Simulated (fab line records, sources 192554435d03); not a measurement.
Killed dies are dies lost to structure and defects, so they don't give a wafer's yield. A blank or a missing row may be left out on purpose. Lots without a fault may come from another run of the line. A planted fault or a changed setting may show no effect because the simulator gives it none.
One fault seen from 2 desks | flow n5_finfet | each desk has only its own numbers; what lay behind them comes last

THE METROLOGY DESK
What the gauges read, lot by lot, whatever tool the lot ran on: means of the sampled wafers that have a number. A lot is out of limits, marked OUT, if its mean lies more than 4 standard deviations from the usual mean; the brackets give that distance.
Columns: A = cd_nm at N5_BEOL_M4_CD_MEAS_18, usual 18.1 nm; B = cd_nm at N5_BEOL_M4_CD_MEAS_28, usual 26.26 nm
lot  | first seen here | A    | B
L347 | day 8 17:14     | 18.1 | -
L348 | day 9 00:27     | 18.4 | -
L352 | day 10 08:45    | 18.2 | 26.45
L356 | day 12 16:16    | 17.9 | 26.35
L359 | day 12 21:10    | 17.9 | 26.45
L358 | day 13 01:28    | 18.1 | 26.26
This desk's finding: nothing out of limits on any of the 6 lots.

THE TOOL OWNER'S DESK: litho_track-01
The tool's own readings at N5_BEOL_M4_DEVELOP_27 (develop time 30 s): means of the sampled wafers that have a number, for each lot that ran on this tool. A lot is out of limits, marked OUT, if its mean lies more than 4 standard deviations from the usual mean; the brackets give that distance.
Columns: A = chill_plate_temp_C at N5_BEOL_M4_DEVELOP_27, usual 23.01 C
lot  | first seen here | A
L352 | day 10 09:08    | 23.05
L359 | day 12 21:34    | 23.06
L358 | day 13 01:44    | 23.06
This desk's finding: nothing out of limits on any of the 3 lots.

PUT TOGETHER
The metrology desk saw nothing out of limits.
The tool owner's desk saw nothing out of limits.

WHAT THE SIMULATOR HAD PUT IN
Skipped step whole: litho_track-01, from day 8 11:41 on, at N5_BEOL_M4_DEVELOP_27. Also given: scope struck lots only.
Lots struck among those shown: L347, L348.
